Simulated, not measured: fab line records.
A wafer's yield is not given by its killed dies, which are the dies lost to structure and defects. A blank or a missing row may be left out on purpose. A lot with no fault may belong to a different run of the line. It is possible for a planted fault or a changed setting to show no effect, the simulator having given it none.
Comparing a struck lot with a sound one / flow nand harc / 15 out of 1302 route steps
Sound: the wafers L687.3, L687.4, L687.5. Wafers struck: L688.2, L688.5, L688.6. Last of all comes the cause.
Each step with rows lists, per side, the tool, then ch with its chambers, then its first start. Under that, the readings that differ: sound wafers / struck wafers / difference of the means / sigmas: that difference in standard deviations of wafers without a fault.
alike: words and numbers the same on both sides, and readings whose means are apart by under 2 such deviations; not compared: readings that were withheld, readings missing a value for some wafer, numbers with overlapping values and no deviation given by the record, and bounds like >300 which may hide the same value.
Wherever a step has rows on one side only, a row that says differs or no value, or a row with sigmas, the two part there. Numbers that have no deviation but don't overlap get no sigmas and don't part them. A reading that every wafer of one side lacks parts them only if that side has two wafers or more.

NHARC_A_ONON_D2_THK_MEAS_02: measures by ellipsometry.
  sound on film metro-01 at day 14 15:47; struck on film metro-01 at day 15 13:51
  alike: thk nm
next comes 1 step that has no rows for these wafers: NHARC_A_ONON_D2_DEP_03 (target thickness 1000 nm).
NHARC_A_ONON_D2_THK_MEAS_05: measures by ellipsometry.
  sound on film metro-02 at day 14 16:21; struck on film metro-02 at day 15 14:25
  alike: thk nm
next comes 1 step that has no rows for these wafers: NHARC_A_ONON_D2_DEP_06 (target thickness 1000 nm).
NHARC_A_ONON_D2_THK_MEAS_08: measures by ellipsometry.
  sound on film metro-01 at day 14 16:55; struck on film metro-01 at day 15 14:59
  alike: thk nm
next comes 1 step that has no rows for these wafers: NHARC_A_ONON_D2_DEP_09 (target thickness 1000 nm).
NHARC_A_ONON_D2_THK_MEAS_11: measures by ellipsometry.
  sound on film metro-02 at day 14 17:29; struck on film metro-01 at day 15 15:32
reading=thk nm (nm); sound=1013 1012 1012; struck=990 991 990; difference=-22; sigmas=-2
next comes 1 step that has no rows for these wafers: NHARC_A_ONON_D2_DEP_12 (target thickness 1000 nm).
NHARC_A_ONON_D2_THK_MEAS_14: measures by ellipsometry.
  sound on film metro-01 at day 14 18:02; struck on film metro-01 at day 15 16:07
  alike: thk nm
then, 2 steps without rows for these wafers: NHARC_A_ONON_D2_ANNEAL_15 (time 3600 s); NHARC_A_ONON_D2_DEP_16 (target thk 1000 nm).
NHARC_A_ONON_D2_THK_MEAS_18: measures by ellipsometry.
  sound on film metro-02 at day 15 01:24; struck on film metro-01 at day 15 23:26
reading=thk nm (nm); sound=992 991 994; struck=1008 1010 1012; difference=+18; sigmas=+3
NHARC_A_ONON_D2_DEP_19: target thk 1000 nm.
  sound on pecvd onon-04 ch 0, day 15 01:34; struck on pecvd onon-04 ch 0, day 15 23:33
NHARC_A_ONON_D2_THK_MEAS_21: measures by ellipsometry.
  sound on film metro-02 at day 15 01:58; struck on film metro-02 at day 16 00:01
reading=thk nm (nm); sound=1002 1001 1002; struck=963 964 966; difference=-37; sigmas=-4
next comes 1 step that has no rows for these wafers: NHARC_A_ONON_D2_DEP_22 (target thickness 1000 nm).

## WHERE THEY PART
First at NHARC_A_ONON_D2_THK_MEAS_11; last, within this record, at NHARC_A_ONON_D2_THK_MEAS_21.

WHY: whatever the simulator had introduced
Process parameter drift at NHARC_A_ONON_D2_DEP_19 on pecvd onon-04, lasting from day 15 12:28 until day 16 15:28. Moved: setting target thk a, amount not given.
